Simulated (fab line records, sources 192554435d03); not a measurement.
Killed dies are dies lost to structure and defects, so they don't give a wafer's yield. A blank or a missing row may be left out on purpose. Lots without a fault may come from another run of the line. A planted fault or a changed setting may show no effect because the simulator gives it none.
Chamber matching | flow n5_finfet | N5_BEOL_M14_ETCH_59 on rie_diel-01: 4 sister chambers
The step etches BARC in N2/H2, target depth 89 nm, overetch 26.7 nm, time 67.9 s. 7 wafers are shown with their chamber, then 7 later ones without.

WAFERS WITH THEIR CHAMBER
wafer  | chamber | drypump_motor_current_A (A) | showerhead_plenum_p_Torr (Torr)
L082.2 | 0       | 6.2                         | 2.51
L082.6 | 3       | 5.4                         | 2.44
L089.1 | 3       | 5.4                         | 2.43
L089.5 | 2       | 5.3                         | 2.43
L089.6 | 1       | 5.7                         | 2.49
L088.1 | 1       | 5.6                         | 2.48
L088.4 | 0       | 6.2                         | 2.50

WAFERS WITHOUT THEIR CHAMBER
wafer  | drypump_motor_current_A (A) | showerhead_plenum_p_Torr (Torr)
L088.6 | 5.3                         | 2.42
L092.1 | 6.2                         | 2.49
L092.2 | 5.3                         | 2.42
L092.4 | 5.7                         | 2.48
L096.1 | 5.7                         | 2.48
L096.4 | 5.4                         | 2.43
L096.5 | 5.7                         | 2.48

WHICH CHAMBER EACH WENT THROUGH
wafer  | from the rows above     | in truth
L088.6 | can't be placed: 2 or 3 | 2
L092.1 | 0                       | 0
L092.2 | can't be placed: 2 or 3 | 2
L092.4 | 1                       | 1
L096.1 | 1                       | 1
L096.4 | can't be placed: 3 or 2 | 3
L096.5 | 1                       | 1
Placed correctly: 4 of 7. Can't be placed from these rows: 3 (the true chamber is among the candidates in 3). Placed wrongly: 0.
How it was worked out, from the rows above alone: a wafer's distance from a chamber is the root of the sum, over the readings, of the square of ((its reading less the chamber's mean) divided by the reading's scatter). The wafer belongs to the nearest chamber; if the next one is less than 2 further off, it can't be placed. A chamber's mean is the mean of its shown wafers. The scatter: the root of (the sum of the squares of (reading less its chamber's mean) over the shown wafers, divided by (wafers less chambers)).
